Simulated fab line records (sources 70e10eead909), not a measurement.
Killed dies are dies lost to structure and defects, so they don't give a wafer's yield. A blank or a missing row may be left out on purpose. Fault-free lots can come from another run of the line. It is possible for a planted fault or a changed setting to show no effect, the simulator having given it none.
fab line records	flow nand_harc
record: lots: 13	wafers: 39	last_day: 32
route steps=1302 shown P_M0@253 THIN_TSV@1262 END@1302
lots untouched by any fault: they come from a run of this same line in which no faults occurred
start_h: start of the lot's first displayed wafer, in hours after the record's first day	wait_h: hours since the lot's step before	" repeats the value in the row above	L1.1+2: one row covering several wafers at once	- either no value or no given start	* or withheld: withheld	< > ~ a bound
route shown NAME@n: NAME is a module with steps in the file, n the number in the route of the first one	usual: average and standard deviation across the fault-free wafers	same: alike in all rows	chamber/n: place in a boat	sites: readings site by site	_std_site: standard deviation of those values	_edge_site: mean of outer sites minus mean of inner sites	radius_mm: for every site, how far away it sits from the centre of the wafer	mask NAME#n: copy n	behind: tool/chamber where the wafer was last shaped	hold: cause of the lot's hold/its duration in hours/its outcome	device: names the non-switching transistor (n, p or np)	end of line: the same wafers' tests at the end of the route	for a step that has no rows: nothing shown but its recipe	killed: dies lost to structure and defects at the first sort, not the wafer's yield	map: the dies of a wafer, with x for killed, . for not killed, _ for no die there
set.NAME: the setting as run; set.NAME@STEP: as run at that earlier step	model.NAME: the simulator's own value behind a step, which no gauge read
route steps across a sampled set of lots; one table per step, one row per wafer
services: the hour from which a tool's chamber was out of use, counted from the record's first day as start_h (under 0 if before that day), plus the number of hours and why
== steps ==
step: NHARC_P_M0_DEP_00
recipe: target_thk_a: 1500	target_thk_nm: 150	temp_c: withheld	pressure_torr: 5	flow_sccm: 200	rf_w: 600	material: SiOC
lot.wafer	tool	chamber	start_h	wait_h
L179.3+5+6	pecvd-04	2,1,2	131.40	0.1
L180.3+6+5	pecvd-04	0,1,2	140.88	0.2
L182.4+5+6	pecvd-01	1,2,0	157.48	0.5
L181.2+3+5	pecvd-04	2,2,1	157.62	0.1
L183.1+2+4	pecvd-04	1,2,1	172.55	0.1
L184.1+3+5	pecvd-04	2,1,0	183.91	0.1
L185.1+2+3	pecvd-04	2,0,1	192.39	0.1
L186.1+3+5	pecvd-01	0,0,2	203.61	0.1
L187.2+6+5	pecvd-01	0,1,2	221.60	0.2
L191.2+1+4	pecvd-04	2,0,2	247.14	0.1
L193.3+2+6	pecvd-04	0,1,0	265.11	0.1
L198.3+1+5	pecvd-04	2,0,2	327.79	0.1
L200.3+1+4	pecvd-03	0,2,1	339.38	0.1
step: NHARC_THIN_TSV_ETCH_44
recipe: target_depth_a: 15942	time_s: 797.1	cf4_flow_sccm: 150	o2_flow_sccm: 10	ar_flow_sccm: 0	rf_w: 300	bias_w: 800	chemistry: CF4/O2
usual: drypump_motor_current_A: 5.8/0.37	mfc_ar_sccm: 0.009/0.013	oes_product_au: 0.998/0.013	rf_vpp_V: 793/3.9	showerhead_plenum_p_Torr: 1.81/0.062	throttle_valve_pct: 16.914/0.0083
lot.wafer	tool	chamber	start_h	wait_h	drypump_motor_current_A	mfc_ar_sccm	oes_product_au	rf_hours_counter_h	rf_vpp_V	showerhead_plenum_p_Torr	throttle_valve_pct
L179.3	rie_diel-02	0	554.42	0.2	6.5	0.033	0.994	8	790	1.76	16.907
L179.6	"	1	"	"	5.9	0.017	1.002	-	788	1.72	16.900
L179.5	"	2	"	"	5.7	0	1.004	-	794	1.81	16.918
L180.3	rie_diel-13	3	575.32	0.2	5.4	0	0.992	2	798	1.91	16.908
L180.5	"	1	"	"	5.8	0.029	0.994	-	793	1.80	16.914
L180.6	"	2	"	"	6.0	0	0.989	-	788	1.74	16.913
L181.3	rie_diel-02	3	585.40	0.1	5.4	0.000	1.018	1	793	1.83	16.920
L181.2	"	2	"	"	5.7	0	1.012	1	793	1.81	16.920
L181.5	"	0	"	"	6.5	0.033	1.000	-	790	1.76	16.903
L182.4	rie_diel-02	2	593.28	0.1	5.7	0	1.006	2	792	1.81	16.924
L182.6	"	2	"	"	5.7	0	1.000	-	794	1.81	16.902
L182.5	"	3	"	"	5.4	0.000	1.010	-	793	1.83	16.906
L183.1	rie_diel-13	2	609.13	0.1	5.9	0	0.994	4	789	1.74	16.920
L183.2	"	3	"	"	5.4	0	0.981	4	799	1.91	16.902
L183.4	"	0	"	"	6.2	0	0.987	4	796	1.86	16.930
L184.1	rie_diel-01	1	610.38	0.1	5.4	0.030	0.995	2	796	1.84	16.901
L184.3	"	2	"	"	5.4	0	0.996	2	799	1.90	16.928
L184.5	"	0	"	"	5.7	0.030	1.007	-	791	1.78	16.910
L185.3	rie_diel-13	3	620.93	0.1	5.3	0	0.987	4	798	1.91	16.937
L185.1	"	0	"	"	6.2	0	0.984	4	794	1.87	16.909
L185.2	"	2	"	"	6.0	0	0.991	5	788	1.74	16.894
L186.1	rie_diel-13	0	638.55	0.1	6.2	0	0.996	5	798	1.86	16.922
L186.3	"	2	"	"	6.0	0	0.991	6	788	1.74	16.931
L186.5	"	3	"	"	5.4	0	0.980	-	800	1.91	16.911
L187.2	rie_diel-01	3	650.56	0.2	6.2	0	1.000	5	787	1.74	16.910
L187.5	"	2	"	"	5.5	0	1.002	-	798	1.90	16.906
L187.6	"	1	"	"	5.4	0.030	0.998	-	794	1.84	16.913
L191.2	rie_diel-13	3	683.58	0.1	5.4	0	0.988	7	798	1.91	16.922
L191.4	"	0	"	"	6.2	0	0.982	8	797	1.86	16.922
L193.2	rie_diel-02	2	688.66	0.1	5.7	0	1.018	8	792	1.80	16.920
L198.1	rie_diel-01	2	746.65	0.1	5.4	0	0.992	0	798	1.90	16.901
L198.3	"	3	"	"	6.2	0	0.998	0	789	1.73	16.915
L198.5	"	2	"	"	5.4	0	0.983	-	799	1.90	16.919
L200.4	rie_diel-02	0	760.95	0.1	6.6	0.033	1.009	0	788	1.76	16.903
L200.1	"	1	"	"	5.9	0.017	1.016	0	787	1.72	16.914
L200.3	"	2	"	"	5.7	0	1.032	0	792	1.80	16.922
step: NHARC_THIN_TSV_DEP_47
recipe: target_thk_a: 2000	temp_c: withheld	pressure_torr: 6.5	rf_w: 900	teos_flow_sccm: 161.4	flow_sccm: 2650	target_thk_nm: 200	gas: O2	material: SiO2
usual: throttle_valve_pct: 16.3/0.32
lot.wafer	tool	chamber	start_h	wait_h	throttle_valve_pct
L179.3	pecvd-04	0	555.91	-	16.5
L179.5	"	0	"	"	16.5
L179.6	"	1	"	"	16.1
L180.3	pecvd-01	0	576.87	-	16.3
L180.6	"	0	"	"	16.1
L180.5	"	1	"	"	16.7
L181.2	pecvd-01	0	586.99	-	16.3
L181.3	"	2	"	"	16.3
L181.5	"	0	"	"	16.1
L182.5	pecvd-01	1	595.02	-	16.7
L182.4	"	2	"	"	16.7
L182.6	"	0	"	"	16.3
L183.2	pecvd-04	1	610.73	-	16.0
L183.1	"	2	"	"	16.4
L183.4	"	0	"	"	16.8
L184.1	pecvd-01	0	611.92	-	16.1
L184.3	"	1	"	"	16.9
L184.5	"	2	"	"	16.5
L185.1	pecvd-01	1	622.53	-	16.8
L185.2	"	2	"	"	16.5
L185.3	"	0	"	"	16.3
L186.3	pecvd-01	1	640.19	-	16.9
L186.1	"	0	"	"	16.3
L186.5	"	2	"	"	16.6
L187.2	pecvd-04	2	652.23	-	15.9
L187.6	"	1	"	"	15.9
L187.5	"	2	"	"	16.3
L191.2	pecvd-04	1	685.17	-	15.9
L191.4	"	1	"	"	16.0
L193.2	pecvd-04	0	690.29	-	16.3
L198.3	pecvd-03	1	748.41	-	16.6
L198.1	"	0	"	"	16.4
L198.5	"	0	"	"	16.6
L200.1	pecvd-04	0	762.54	-	16.4
L200.3	"	1	"	"	16.1
L200.4	"	1	"	"	16.2
step: NHARC_THIN_TSV_DEGAS_49
recipe: temp_c: 300	time_s: 120
usual: heater_power_w: 474/63
lot.wafer	tool	chamber	start_h	wait_h	heater_power_w
L179.3	pvd_sputter-01	-	556.82	0.1	485
L179.5	"	-	"	"	452
L179.6	"	-	"	"	461
L180.3	pvd_sputter-01	-	577.78	0.1	382
L180.5	"	-	"	"	460
L180.6	"	-	"	"	466
L181.3	pvd_sputter-03	-	587.94	0.1	607
L181.2	"	-	"	"	450
L181.5	"	-	"	"	624
L182.4	pvd_sputter-01	-	595.83	0.1	507
L182.5	"	-	"	"	508
L182.6	"	-	"	"	371
L183.2	pvd_sputter-01	-	611.67	0.1	496
L183.1	"	-	"	"	360
L183.4	"	-	"	"	432
L184.1	pvd_sputter-02	-	612.85	0.1	460
L184.3	"	-	"	"	485
L184.5	"	-	"	"	440
L185.1	pvd_sputter-01	-	623.53	0.1	367
L185.3	"	-	"	"	441
L185.2	"	-	"	"	496
L186.1	pvd_sputter-01	-	641.14	0.1	357
L186.3	"	-	"	"	503
L186.5	"	-	"	"	364
L187.2	pvd_sputter-02	-	653.15	0.2	430
L187.6	"	-	"	"	493
L187.5	"	-	"	"	564
L191.2	pvd_sputter-03	-	686.11	0.1	463
L191.4	"	-	"	"	443
L193.2	pvd_sputter-01	-	691.18	0.1	449
L198.1	pvd_sputter-03	-	749.35	0.2	492
L198.3	"	-	"	"	587
L198.5	"	-	"	"	494
L200.3	pvd_sputter-03	-	763.49	0.1	481
L200.4	"	-	"	"	491
L200.1	"	-	"	"	588
step: NHARC_END_SORT_01
recipe: temp_c: 25
usual: defect_limited_yield: 91.1/2.8	killed_at_array: 55/19	killed_at_other: 0.9/1.4	killed_at_periphery: 3.8/2.9	killed_dies: 60/19	killed_open: 3.3/1.8	killed_short: 2.6/1.6
same: gross_dies: 677
lot.wafer	tool	chamber	start_h	wait_h	defect_limited_yield[%]	killed_at_array	killed_at_other	killed_at_periphery	killed_dies	killed_open	killed_short
L179.3	prober-02	0	570.82	3.1	88.3	72	2	5	79	1	0
L179.5	prober-02	0	572.39	3.7	88.5	76	0	2	78	7	1
L179.6	prober-02	0	573.18	3.9	86.6	86	0	5	91	0	5
L180.3	prober-01	0	590.26	3.1	89.5	69	2	0	71	2	3
L180.5	prober-01	0	591.86	3.7	87.4	79	2	4	85	4	4
L180.6	prober-01	0	592.65	4.0	89.8	69	0	0	69	4	3
L181.2	prober-02	0	601.11	2.8	92.0	49	1	4	54	3	2
L181.3	prober-02	0	601.92	3.1	92.5	46	1	4	51	3	2
L181.5	prober-02	0	603.53	3.7	90.7	59	1	3	63	2	6
L182.4	prober-01	0	610.36	3.4	92.6	43	0	7	50	3	2
L182.5	prober-01	0	611.16	3.7	91.7	46	1	9	56	2	8
L182.6	prober-01	0	611.97	4.0	92.6	43	0	7	50	1	1
L184.1	prober-01	0	623.94	2.5	93.1	42	2	3	47	2	2
L184.3	prober-01	0	625.55	3.1	91.6	53	0	4	57	3	4
L184.5	prober-01	0	627.17	3.7	93.6	41	0	2	43	6	4
L183.1	prober-02	0	623.96	2.5	86.6	79	1	11	91	3	3
L183.2	prober-02	0	624.76	2.8	87.4	83	0	2	85	2	3
L183.4	prober-02	0	626.35	3.4	86.6	85	0	6	91	4	2
L185.1	prober-02	0	635.76	2.5	87.4	84	0	1	85	1	2
L185.2	prober-02	0	636.56	2.8	87.4	81	1	3	85	4	5
L185.3	prober-02	0	637.35	3.1	89.1	73	0	1	74	4	1
L186.1	prober-01	0	653.44	2.5	95.9	25	2	1	28	2	3
L186.3	prober-01	0	655.04	3.1	93.5	30	3	11	44	3	2
L186.5	prober-01	0	656.64	3.7	93.4	40	1	4	45	4	1
L187.2	prober-01	0	668.68	2.8	90.4	63	0	2	65	3	2
L187.5	prober-01	0	671.09	3.7	90.0	67	0	1	68	5	1
L187.6	prober-01	0	671.89	4.0	88.6	74	0	3	77	2	1
L191.1	prober-02	0	698.39	2.5	0	55	1	621	677	3	4
L191.2	prober-02	0	699.17	2.8	92.2	48	0	5	53	3	2
L191.4	prober-02	0	700.75	3.4	92.6	48	0	2	50	0	1
L193.2	prober-01	0	704.14	2.8	91.4	48	0	10	58	5	4
L193.3	prober-01	0	704.93	3.1	0	48	1	628	677	5	4
L193.6	prober-01	0	707.30	3.9	0	58	1	618	677	3	3
L198.1	prober-01	0	761.88	2.5	94.7	28	2	6	36	3	1
L198.3	prober-01	0	763.48	3.1	91.7	47	5	4	56	4	2
L198.5	prober-01	0	765.07	3.7	92.5	40	0	11	51	7	2
L200.1	prober-01	0	775.79	2.5	88.3	65	7	7	79	5	3
L200.3	prober-01	0	777.40	3.1	89.5	61	8	2	71	1	1
L200.4	prober-01	0	778.20	3.4	89.2	70	2	1	73	3	2
killed by level:class
L179.3 A_CHANNEL_HOLE_D1:chamber_film_flake=30 A_CHANNEL_HOLE_D2:chamber_film_flake=26 A_STAIRCASE:chamber_film_flake=8 P_ZERO_WELL:chamber_film_flake=3 A_M0:chamber_film_flake=3 A_WL_FILL:chamber_film_flake=2 THIN_TSV:chamber_film_flake=2 P_CONTACT:geometric_particle:open=1
L179.5 A_CHANNEL_HOLE_D1:chamber_film_flake=36 A_CHANNEL_HOLE_D2:chamber_film_flake=19 A_STAIRCASE:chamber_film_flake=7 A_CHANNEL_FILL_D1:chamber_film_flake=4 A_WL_FILL:geometric_particle:open=3 A_WL_FILL:chamber_film_flake=2 P_M0:geometric_particle:open=1 A_ONON_D1:geometric_particle:open=1
L179.6 A_CHANNEL_HOLE_D1:chamber_film_flake=35 A_CHANNEL_HOLE_D2:chamber_film_flake=29 A_WL_FILL:chamber_film_flake=7 A_STAIRCASE:chamber_film_flake=4 A_M0:chamber_film_flake=3 A_CONTACT:chamber_film_flake=3 P_ZERO_WELL:chamber_film_flake=2 A_ZERO_WELL:chamber_film_flake=2
L180.3 A_CHANNEL_HOLE_D1:chamber_film_flake=30 A_CHANNEL_HOLE_D2:chamber_film_flake=14 A_CONTACT:chamber_film_flake=9 A_SGD_CUT:chamber_film_flake=5 A_STAIRCASE:chamber_film_flake=4 A_ONON_D1:geometric_particle:short=1 A_SGD_CUT:geometric_particle:open=1 A_WL_FILL:geometric_particle:open=1
L180.5 A_CHANNEL_HOLE_D2:chamber_film_flake=32 A_CHANNEL_HOLE_D1:chamber_film_flake=31 A_CHANNEL_FILL_D1:chamber_film_flake=3 P_M1:geometric_particle:open=2 A_STAIRCASE:chamber_film_flake=2 A_SGD_CUT:chamber_film_flake=2 A_CONTACT:chamber_film_flake=2 THIN_TSV:chamber_film_flake=2
L180.6 A_CHANNEL_HOLE_D1:chamber_film_flake=27 A_CHANNEL_HOLE_D2:chamber_film_flake=24 A_CONTACT:chamber_film_flake=6 A_SGD_CUT:chamber_film_flake=3 A_ONON_D1:geometric_particle:open=1 A_CHANNEL_HOLE_D1:geometric_particle:open=1 A_CHANNEL_FILL_D1:geometric_particle:short=1 A_DECK1_JOINT:geometric_particle:short=1
L181.2 A_CHANNEL_HOLE_D1:chamber_film_flake=29 A_CHANNEL_HOLE_D2:chamber_film_flake=9 A_STAIRCASE:chamber_film_flake=5 P_ZERO_WELL:chamber_film_flake=2 P_CONTACT:geometric_particle:short=1 A_SOURCE_PLATE:geometric_particle:open=1 A_ONON_D1:geometric_particle:short=1 A_DECK1_JOINT:geometric_particle:open=1
L181.3 A_CHANNEL_HOLE_D1:chamber_film_flake=27 A_CHANNEL_HOLE_D2:chamber_film_flake=11 A_STAIRCASE:chamber_film_flake=3 P_CONTACT:geometric_particle:short=1 A_CHANNEL_FILL_D2:geometric_particle:open=1 A_SGD_CUT:geometric_particle:open=1 A_WL_FILL:geometric_particle:open=1 STARTING-WAFER:geometric_particle:short=1
L181.5 A_CHANNEL_HOLE_D1:chamber_film_flake=32 A_CHANNEL_HOLE_D2:chamber_film_flake=8 A_STAIRCASE:chamber_film_flake=7 A_DECK1_JOINT:chamber_film_flake=3 P_GATE:geometric_particle:open=2 A_ONON_D2:geometric_particle:short=2 A_CHANNEL_FILL_D2:chamber_film_flake=2 A_CHANNEL_FILL_D1:geometric_particle:short=1
L182.4 A_CHANNEL_HOLE_D2:chamber_film_flake=30 P_CONTACT:chamber_film_flake=6 A_CHANNEL_HOLE_D1:chamber_film_flake=3 A_STAIRCASE:chamber_film_flake=3 A_ONON_D1:geometric_particle:open=1 A_CHANNEL_FILL_D1:geometric_particle:short=1 A_CHANNEL_FILL_D1:geometric_particle:open=1 A_ONON_D2:geometric_particle:short=1
L182.5 A_CHANNEL_HOLE_D2:chamber_film_flake=31 P_CONTACT:chamber_film_flake=4 P_ZERO_WELL:chamber_film_flake=3 A_CHANNEL_HOLE_D1:chamber_film_flake=3 A_STAIRCASE:chamber_film_flake=3 P_M0:geometric_particle:short=2 A_ONON_D1:geometric_particle:short=2 A_ONON_D2:geometric_particle:short=1
L182.6 A_CHANNEL_HOLE_D2:chamber_film_flake=40 P_CONTACT:chamber_film_flake=4 P_ZERO_WELL:chamber_film_flake=3 A_WL_FILL:geometric_particle:short=1 A_BLC:geometric_particle:open=1 A_STAIRCASE:chamber_film_flake=1
L184.1 A_CHANNEL_HOLE_D2:chamber_film_flake=25 A_CHANNEL_HOLE_D1:chamber_film_flake=9 P_ZERO_WELL:chamber_film_flake=2 THIN_TSV:chamber_film_flake=2 A_CHANNEL_HOLE_D1:geometric_particle:short=1 A_CHANNEL_HOLE_D2:geometric_particle:short=1 A_CONTACT:geometric_particle:open=1 A_BLC:geometric_particle:open=1
L183.1 A_CHANNEL_HOLE_D1:chamber_film_flake=37 A_SLIT:chamber_film_flake=18 A_CHANNEL_HOLE_D2:chamber_film_flake=6 A_CONTACT:chamber_film_flake=6 A_ZERO_WELL:chamber_film_flake=4 P_ZERO_WELL:chamber_film_flake=3 P_M2:chamber_film_flake=3 A_BLC:chamber_film_flake=3
L183.2 A_CHANNEL_HOLE_D1:chamber_film_flake=34 A_SLIT:chamber_film_flake=25 A_CHANNEL_HOLE_D2:chamber_film_flake=6 A_BLC:chamber_film_flake=4 A_WL_FILL:chamber_film_flake=3 A_WL_FILL:geometric_particle:short=2 A_ZERO_WELL:chamber_film_flake=2 A_CHANNEL_FILL_D2:chamber_film_flake=2
L184.3 A_CHANNEL_HOLE_D2:chamber_film_flake=34 P_GATE:chamber_film_flake=3 A_CHANNEL_HOLE_D1:chamber_film_flake=3 A_CHANNEL_FILL_D2:chamber_film_flake=3 A_STAIRCASE:chamber_film_flake=3 A_ONON_D2:geometric_particle:short=2 A_SLIT:chamber_film_flake=2 A_ONON_D1:geometric_particle:short=1
L183.4 A_CHANNEL_HOLE_D1:chamber_film_flake=33 A_SLIT:chamber_film_flake=21 A_CHANNEL_HOLE_D2:chamber_film_flake=11 P_CONTACT:chamber_film_flake=4 A_BLC:chamber_film_flake=4 A_CONTACT:chamber_film_flake=3 A_ZERO_WELL:chamber_film_flake=2 A_DECK1_JOINT:chamber_film_flake=2
L184.5 A_CHANNEL_HOLE_D2:chamber_film_flake=23 A_STAIRCASE:chamber_film_flake=4 A_DECK1_JOINT:chamber_film_flake=3 A_CHANNEL_HOLE_D1:chamber_film_flake=2 P_CONTACT:geometric_particle:short=1 P_M0:geometric_particle:open=1 A_ONON_D1:geometric_particle:open=1 A_CHANNEL_FILL_D1:geometric_particle:open=1
L185.1 A_CHANNEL_HOLE_D1:chamber_film_flake=29 A_SLIT:chamber_film_flake=26 A_CHANNEL_HOLE_D2:chamber_film_flake=16 A_CONTACT:chamber_film_flake=4 A_WL_FILL:chamber_film_flake=2 A_CHANNEL_FILL_D1:geometric_particle:short=1 A_ONON_D2:geometric_particle:short=1 A_M0:geometric_particle:open=1
L185.2 A_CHANNEL_HOLE_D1:chamber_film_flake=29 A_CHANNEL_HOLE_D2:chamber_film_flake=17 A_SLIT:chamber_film_flake=16 A_CONTACT:chamber_film_flake=6 A_ONON_D1:geometric_particle:short=2 P_GATE:chamber_film_flake=2 A_STAIRCASE:chamber_film_flake=2 A_ONON_D1:geometric_particle:open=1
L185.3 A_CHANNEL_HOLE_D1:chamber_film_flake=26 A_CHANNEL_HOLE_D2:chamber_film_flake=19 A_SLIT:chamber_film_flake=13 A_CONTACT:chamber_film_flake=4 A_M0:chamber_film_flake=3 A_STAIRCASE:chamber_film_flake=2 A_CHANNEL_HOLE_D1:geometric_particle:open=1 A_DECK1_JOINT:geometric_particle:short=1
L186.1 A_CHANNEL_HOLE_D2:chamber_film_flake=10 A_STAIRCASE:chamber_film_flake=3 A_CHANNEL_HOLE_D1:chamber_film_flake=2 A_WL_FILL:chamber_film_flake=2 A_CONTACT:chamber_film_flake=2 THIN_TSV:chamber_film_flake=2 A_M1:chamber_film_flake=2 P_M0:geometric_particle:open=1
L186.3 A_CHANNEL_HOLE_D2:chamber_film_flake=11 P_GATE:chamber_film_flake=5 A_STAIRCASE:chamber_film_flake=4 A_SLIT:chamber_film_flake=3 A_WL_FILL:chamber_film_flake=3 THIN_TSV:chamber_film_flake=3 P_ZERO_WELL:chamber_film_flake=2 A_CHANNEL_HOLE_D1:chamber_film_flake=2
L186.5 A_CHANNEL_HOLE_D2:chamber_film_flake=14 A_CHANNEL_HOLE_D1:chamber_film_flake=6 A_SLIT:chamber_film_flake=5 P_M2:chamber_film_flake=3 A_WL_FILL:chamber_film_flake=3 A_STAIRCASE:chamber_film_flake=2 A_CONTACT:chamber_film_flake=2 A_ONON_D1:geometric_particle:open=1
L187.2 A_CHANNEL_HOLE_D1:chamber_film_flake=27 A_SLIT:chamber_film_flake=25 A_CONTACT:chamber_film_flake=5 A_CHANNEL_FILL_D2:geometric_particle:short=2 A_BLC:chamber_film_flake=2 P_M0:geometric_particle:open=1 A_WL_FILL:geometric_particle:open=1 A_BLC:geometric_particle:open=1
L187.5 A_CHANNEL_HOLE_D1:chamber_film_flake=33 A_SLIT:chamber_film_flake=22 A_CHANNEL_HOLE_D2:chamber_film_flake=3 A_CONTACT:chamber_film_flake=3 A_BLC:geometric_particle:open=2 A_CHANNEL_HOLE_D1:geometric_particle:open=1 A_ONON_D2:geometric_particle:short=1 A_CHANNEL_FILL_D2:geometric_particle:open=1
L187.6 A_CHANNEL_HOLE_D1:chamber_film_flake=35 A_SLIT:chamber_film_flake=28 A_CONTACT:chamber_film_flake=5 P_STI:chamber_film_flake=2 A_CHANNEL_HOLE_D2:chamber_film_flake=2 P_CONTACT:geometric_particle:open=1 A_ONON_D1:geometric_particle:open=1 A_CHANNEL_FILL_D2:geometric_particle:short=1
L191.1 P_M0:area_dep=616 A_SLIT:chamber_film_flake=25 A_CHANNEL_HOLE_D2:chamber_film_flake=10 A_CHANNEL_HOLE_D1:chamber_film_flake=7 P_GATE:chamber_film_flake=3 A_CHANNEL_FILL_D1:chamber_film_flake=3 A_WL_FILL:chamber_film_flake=2 A_CONTACT:chamber_film_flake=2
L191.2 A_SLIT:chamber_film_flake=24 A_CHANNEL_HOLE_D2:chamber_film_flake=10 A_CHANNEL_HOLE_D1:chamber_film_flake=4 P_GATE:chamber_film_flake=3 P_GATE:geometric_particle:open=2 A_STAIRCASE:chamber_film_flake=2 A_CONTACT:chamber_film_flake=2 A_CHANNEL_FILL_D1:geometric_particle:short=1
L191.4 A_SLIT:chamber_film_flake=23 A_CHANNEL_HOLE_D2:chamber_film_flake=10 A_CHANNEL_HOLE_D1:chamber_film_flake=7 A_CHANNEL_FILL_D1:chamber_film_flake=3 A_STAIRCASE:chamber_film_flake=3 P_GATE:chamber_film_flake=2 A_SGD_CUT:geometric_particle:short=1 A_CONTACT:chamber_film_flake=1
L193.2 A_SLIT:chamber_film_flake=20 A_CONTACT:chamber_film_flake=13 P_GATE:chamber_film_flake=6 A_CHANNEL_HOLE_D1:chamber_film_flake=4 A_DECK1_JOINT:geometric_particle:open=2 A_ONON_D2:geometric_particle:short=2 P_M0:chamber_film_flake=2 A_SGD_CUT:chamber_film_flake=2
L193.3 P_M0:area_dep=622 A_SLIT:chamber_film_flake=26 A_CHANNEL_HOLE_D1:chamber_film_flake=9 A_CONTACT:chamber_film_flake=5 P_M0:chamber_film_flake=2 P_GATE:geometric_particle:open=1 P_CONTACT:geometric_particle:open=1 P_M1:geometric_particle:short=1
L193.6 P_M0:area_dep=611 A_SLIT:chamber_film_flake=35 A_CONTACT:chamber_film_flake=7 A_CHANNEL_HOLE_D1:chamber_film_flake=5 P_GATE:chamber_film_flake=3 A_CHANNEL_FILL_D2:chamber_film_flake=2 P_M1:geometric_particle:short=1 A_CHANNEL_FILL_D1:geometric_particle:open=1
L198.1 A_SLIT:chamber_film_flake=18 P_CONTACT:chamber_film_flake=4 A_BLC:geometric_particle:open=2 THIN_TSV:chamber_film_flake=2 P_CONTACT:geometric_particle:short=1 A_DECK1_JOINT:geometric_particle:open=1 P_BONDPAD:chamber_film_flake=1 A_ZERO_WELL:chamber_film_flake=1
L198.3 A_SLIT:chamber_film_flake=37 THIN_TSV:chamber_film_flake=5 A_CHANNEL_HOLE_D1:unspecified=4 A_CHANNEL_HOLE_D1:chamber_film_flake=2 P_CONTACT:geometric_particle:short=1 P_CONTACT:geometric_particle:open=1 P_M1:geometric_particle:open=1 A_CHANNEL_HOLE_D2:geometric_particle:open=1
L198.5 A_SLIT:chamber_film_flake=23 P_CONTACT:chamber_film_flake=5 A_M0:geometric_particle:open=2 P_ZERO_WELL:chamber_film_flake=2 A_CHANNEL_HOLE_D1:unspecified=2 A_CHANNEL_HOLE_D1:chamber_film_flake=2 A_DECK1_JOINT:chamber_film_flake=2 A_CONTACT:chamber_film_flake=2
L200.1 A_SLIT:chamber_film_flake=33 A_CHANNEL_HOLE_D2:chamber_film_flake=13 A_CHANNEL_HOLE_D1:chamber_film_flake=8 THIN_TSV:chamber_film_flake=7 A_CONTACT:chamber_film_flake=4 P_CONTACT:geometric_particle:open=2 P_CONTACT:geometric_particle:short=2 A_CHANNEL_FILL_D2:chamber_film_flake=2
L200.3 A_CHANNEL_HOLE_D2:chamber_film_flake=28 A_SLIT:chamber_film_flake=18 THIN_TSV:chamber_film_flake=8 A_CONTACT:chamber_film_flake=7 A_CHANNEL_HOLE_D1:chamber_film_flake=3 P_GATE:chamber_film_flake=2 A_CHANNEL_FILL_D2:chamber_film_flake=2 A_CHANNEL_FILL_D1:geometric_particle:open=1
L200.4 A_SLIT:chamber_film_flake=28 A_CHANNEL_HOLE_D2:chamber_film_flake=18 A_CHANNEL_HOLE_D1:chamber_film_flake=10 A_DECK1_JOINT:chamber_film_flake=4 A_CONTACT:chamber_film_flake=3 THIN_TSV:chamber_film_flake=2 A_CHANNEL_FILL_D1:geometric_particle:open=1 A_DECK1_JOINT:geometric_particle:open=1
== services ==
tool	chamber	start_h	hours	kind
pecvd-01	-	130.00	13.0	pm
pvd_sputter-01	-	132.29	1.2	repair
pecvd-04	0	151.75	6.0	repair
pecvd-01	1	159.98	32.9	repair
pvd_sputter-01	-	166.44	7.9	repair
pecvd-01	1	201.88	6.4	repair
pvd_sputter-01	-	226.04	10.0	pm
pecvd-01	-	255.51	1.1	repair
pecvd-04	-	269.00	13.0	pm
pecvd-01	-	311.00	13.0	pm
pecvd-01	0	362.57	9.0	repair
pvd_sputter-01	-	404.04	10.0	pm
pecvd-04	-	450.00	13.0	pm
pecvd-04	0	482.87	4.0	repair
pecvd-01	-	490.88	1.1	repair
pecvd-01	-	492.00	13.0	pm
pecvd-04	1	574.37	3.9	repair
pecvd-04	-	631.00	13.0	pm
pecvd-01	-	673.00	13.0	pm
pecvd-04	-	691.69	0.8	repair
pecvd-04	2	694.06	17.0	repair
pecvd-04	-	697.92	3.4	repair
pecvd-01	0	706.64	4.5	repair
pecvd-01	1	723.60	6.7	repair
== key ==
first_sign: step: NHARC_END_SORT_01	reading: killed_at_periphery	direction: up	sigmas: 99+	usual: 3.8	struck: 622.3
effect: step: NHARC_END_SORT_01	reading: defect_limited_yield	direction: down	sigmas: 33	usual: 91.1	struck: 0
more_kills_born_at: NHARC_P_M0_DEP_00@pecvd-04: 1849
met_at NHARC_P_M0_DEP_00
struck_lots L191,L193
struck_wafers L191.1,L193.3,L193.6
later_rows_left_out L191.1,L193.3,L193.6
not_acting_at NHARC_THIN_TSV_ETCH_44,NHARC_THIN_TSV_DEP_47,NHARC_THIN_TSV_DEGAS_49
onset_between 192.39 247.14
fault: kind: process_parameter_drift	tool: pecvd-04	chamber: 0	onset_h: 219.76	steps: NHARC_P_M0_DEP_00	channel: target_thk_a	offset: *	shape: step	end_h: 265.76	acts_in: *	stated: *
later_rows_left_out: the simulator's readings of these wafers behind a module that went badly wrong aren't trusted and aren't shown, but for the sort
